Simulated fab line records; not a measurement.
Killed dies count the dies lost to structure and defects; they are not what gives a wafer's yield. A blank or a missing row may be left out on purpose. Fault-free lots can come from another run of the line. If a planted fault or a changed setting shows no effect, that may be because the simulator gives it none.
Chamber matching + flow n5-finfet + 3 sister chambers for N5_BEOL_M4_DEP_57 on pecvd-03
The step deposits SiCN from 3MS/NH3, target thk 8 nm, time 14 s. 22 wafers are shown with their chamber, then 11 later ones without.

## WAFERS PAIRED WITH THEIR CHAMBERS
| wafer  | chamber | throttle-valve-pct (%) | showerhead-plenum-p-Torr (Torr) |
|--------|---------|------------------------|---------------------------------|
| L074.1 | 2       | 8.7                    | 3.670                           |
| L074.2 | 1       | 9.9                    | 3.676                           |
| L074.6 | 0       | 8.8                    | 3.659                           |
| L075.2 | 1       | 9.6                    | 3.673                           |
| L075.3 | 2       | 8.8                    | 3.674                           |
| L075.5 | 0       | 9.0                    | 3.652                           |
| L076.3 | 2       | 9.1                    | 3.658                           |
| L076.4 | 2       | 8.6                    | 3.669                           |
| L076.5 | 0       | 9.2                    | 3.656                           |
| L077.2 | 0       | 9.2                    | 3.652                           |
| L077.3 | 2       | 8.9                    | 3.681                           |
| L077.5 | 2       | 8.9                    | 3.668                           |
| L083.1 | 0       | 9.1                    | 3.651                           |
| L083.4 | 0       | 8.8                    | 3.666                           |
| L083.5 | 1       | 9.8                    | 3.682                           |
| L081.4 | 0       | 9.1                    | 3.658                           |
| L081.5 | 2       | 8.8                    | 3.668                           |
| L081.6 | 1       | 9.5                    | 3.675                           |
| L082.1 | 0       | 9.1                    | 3.656                           |
| L082.2 | 1       | 9.7                    | 3.677                           |
| L082.4 | 2       | 8.7                    | 3.675                           |
| L084.4 | 2       | 8.8                    | 3.667                           |

SIGNATURES (averages over the wafers above)
| reading                  | chamber 0 | chamber 1 | chamber 2 | scatter within a chamber |
|--------------------------|-----------|-----------|-----------|--------------------------|
| throttle-valve-pct       | 9.037     | 9.700     | 8.811     | 0.153                    |
| showerhead-plenum-p-Torr | 3.65625   | 3.67660   | 3.67000   | 0.00532                  |
Rule: a wafer's distance from a chamber is the root of the sum, over the readings, of the square of ((its reading less the chamber's mean) divided by the reading's scatter). The wafer belongs to the nearest chamber; if the next one is less than 2 further off, it can't be placed. The scatter: take each reading less its chamber's mean, square it, sum over the shown wafers, divide by the number of wafers less the number of chambers, and take the root.

## WAFERS WITH NO CHAMBER GIVEN
| wafer  | throttle-valve-pct (%) | showerhead-plenum-p-Torr (Torr) |
|--------|------------------------|---------------------------------|
| L084.5 | 9.6                    | 3.668                           |
| L084.6 | 8.8                    | 3.652                           |
| L085.1 | 9.8                    | 3.655                           |
| L085.2 | 8.9                    | 3.650                           |
| L085.6 | 9.7                    | 3.665                           |
| L086.2 | 9.5                    | 3.671                           |
| L086.3 | 9.1                    | 3.666                           |
| L086.4 | 9.6                    | 3.661                           |
| L094.2 | 9.6                    | 3.676                           |
| L094.3 | 9.2                    | 3.658                           |
| L094.4 | 9.7                    | 3.671                           |

## EACH ONE'S CHAMBER
| wafer  | from the rows above     | in truth |
|--------|-------------------------|----------|
| L084.5 | 1                       | 1        |
| L084.6 | can't be placed: 0 or 2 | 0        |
| L085.1 | can't be placed: 1 or 0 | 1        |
| L085.2 | 0                       | 0        |
| L085.6 | 1                       | 1        |
| L086.2 | 1                       | 1        |
| L086.3 | can't be placed: 0 or 2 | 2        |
| L086.4 | can't be placed: 1 or 0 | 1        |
| L094.2 | 1                       | 1        |
| L094.3 | 0                       | 0        |
| L094.4 | 1                       | 1        |
Placed correctly: 7 of 11. These rows do not allow placing 4 (true chamber among the candidates in 4). Placed wrongly: 0.
